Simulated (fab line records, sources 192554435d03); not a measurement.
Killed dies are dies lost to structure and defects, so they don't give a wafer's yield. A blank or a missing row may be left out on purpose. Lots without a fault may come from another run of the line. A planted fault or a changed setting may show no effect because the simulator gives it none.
Chamber matching | flow n5_finfet | N5_BEOL_M3_ETCH_64 on rie_diel-05: 4 sister chambers
The step etches SOC in N2/H2, target depth 75 nm, overetch 15 nm, time 112.5 s. 20 wafers are shown with their chamber, then 10 later ones without.

WAFERS WITH THEIR CHAMBER
wafer  | chamber | showerhead_plenum_p_Torr (Torr) | throttle_valve_pct (%) | drypump_motor_current_A (A)
L074.3 | 3       | 2.65                            | 17.99                  | 5.8
L074.4 | 1       | 2.42                            | 17.48                  | 6.1
L074.5 | 3       | 2.65                            | 17.99                  | 5.8
L076.1 | 2       | 2.61                            | 18.01                  | 5.6
L076.4 | 1       | 2.42                            | 17.49                  | 6.1
L076.6 | 2       | 2.61                            | 18.01                  | 5.6
L077.3 | 1       | 2.41                            | 17.49                  | 6.1
L077.5 | 0       | 2.44                            | 18.05                  | 5.6
L077.6 | 3       | 2.64                            | 18.00                  | 5.8
L081.1 | 1       | 2.41                            | 17.51                  | 6.1
L081.5 | 0       | 2.44                            | 18.06                  | 5.5
L081.6 | 1       | 2.41                            | 17.50                  | 6.1
L082.2 | 2       | 2.60                            | 18.02                  | 5.6
L082.3 | 3       | 2.64                            | 18.00                  | 5.8
L082.6 | 3       | 2.64                            | 18.00                  | 5.8
L084.1 | 2       | 2.60                            | 18.04                  | 5.6
L084.3 | 1       | 2.41                            | 17.53                  | 6.1
L084.4 | 0       | 2.44                            | 18.07                  | 5.5
L085.1 | 0       | 2.44                            | 18.07                  | 5.5
L085.4 | 2       | 2.60                            | 18.01                  | 5.6

SIGNATURES (means of the wafers above)
reading                  | chamber 0 | chamber 1 | chamber 2 | chamber 3 | scatter within a chamber
showerhead_plenum_p_Torr | 2.4400    | 2.4133    | 2.6040    | 2.6440    | 0.00483
throttle_valve_pct       | 18.0625   | 17.5000   | 18.0180   | 17.9960   | 0.0129
drypump_motor_current_A  | 5.525     | 6.100     | 5.600     | 5.800     | 0.0217
Rule: a wafer's distance from a chamber is the root of the sum, over the readings, of the square of ((its reading less the chamber's mean) divided by the reading's scatter). The wafer belongs to the nearest chamber; if the next one is less than 2 further off, it can't be placed. The scatter: the root of (the sum of the squares of (reading less its chamber's mean) over the shown wafers, divided by (wafers less chambers)).

WAFERS WITHOUT THEIR CHAMBER
wafer  | showerhead_plenum_p_Torr (Torr) | throttle_valve_pct (%) | drypump_motor_current_A (A)
L085.6 | 2.41                            | 17.50                  | 6.1
L091.2 | 2.63                            | 18.03                  | 5.8
L091.3 | 2.43                            | 18.09                  | 5.5
L091.6 | 2.63                            | 18.03                  | 5.8
L093.1 | 2.63                            | 18.04                  | 5.8
L093.3 | 2.40                            | 17.54                  | 6.1
L093.6 | 2.63                            | 18.04                  | 5.8
L095.1 | 2.40                            | 17.56                  | 6.1
L095.3 | 2.63                            | 18.05                  | 5.8
L095.4 | 2.43                            | 18.10                  | 5.5

WHICH CHAMBER EACH WENT THROUGH
wafer  | from the rows above | in truth
L085.6 | 1                   | 1
L091.2 | 3                   | 3
L091.3 | 0                   | 0
L091.6 | 3                   | 3
L093.1 | 3                   | 3
L093.3 | 1                   | 1
L093.6 | 3                   | 3
L095.1 | 1                   | 1
L095.3 | 3                   | 3
L095.4 | 0                   | 0
Placed correctly: 10 of 10. Can't be placed from these rows: 0. Placed wrongly: 0.
